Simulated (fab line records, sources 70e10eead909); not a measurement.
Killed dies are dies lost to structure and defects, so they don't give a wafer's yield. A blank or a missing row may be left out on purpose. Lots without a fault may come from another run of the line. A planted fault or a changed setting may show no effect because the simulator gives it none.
Chamber matching | flow nand_harc | NHARC_P_M2_DEP_33 on pecvd-03: 3 sister chambers
The step deposits SiCN, target thk 30 nm. 6 wafers are shown with their chamber, then 7 later ones without.

WAFERS WITH THEIR CHAMBER
wafer  | chamber | heater_power_w (W)
L088.5 | 0       | 529
L090.2 | 1       | 558
L090.5 | 2       | 550
L090.6 | 1       | 561
L093.4 | 2       | 614
L093.5 | 0       | 466

WAFERS WITHOUT THEIR CHAMBER
wafer  | heater_power_w (W)
L093.6 | 505
L094.1 | 551
L094.3 | 558
L094.6 | 550
L095.3 | 462
L095.4 | 598
L095.5 | 488

WHICH CHAMBER EACH WENT THROUGH
wafer  | from the rows above          | in truth
L093.6 | can't be placed: 0 or 1 or 2 | 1
L094.1 | can't be placed: 1 or 2 or 0 | 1
L094.3 | can't be placed: 1 or 2 or 0 | 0
L094.6 | can't be placed: 1 or 2 or 0 | 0
L095.3 | can't be placed: 0 or 1      | 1
L095.4 | can't be placed: 2 or 1      | 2
L095.5 | can't be placed: 0 or 1      | 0
Placed correctly: 0 of 7. Can't be placed from these rows: 7 (the true chamber is among the candidates in 7). Placed wrongly: 0.
How it was worked out, from the rows above alone: a wafer's distance from a chamber is the root of the sum, over the readings, of the square of ((its reading less the chamber's mean) divided by the reading's scatter). The wafer belongs to the nearest chamber; if the next one is less than 2 further off, it can't be placed. A chamber's mean is the mean of its shown wafers. The scatter: the root of (the sum of the squares of (reading less its chamber's mean) over the shown wafers, divided by (wafers less chambers)).
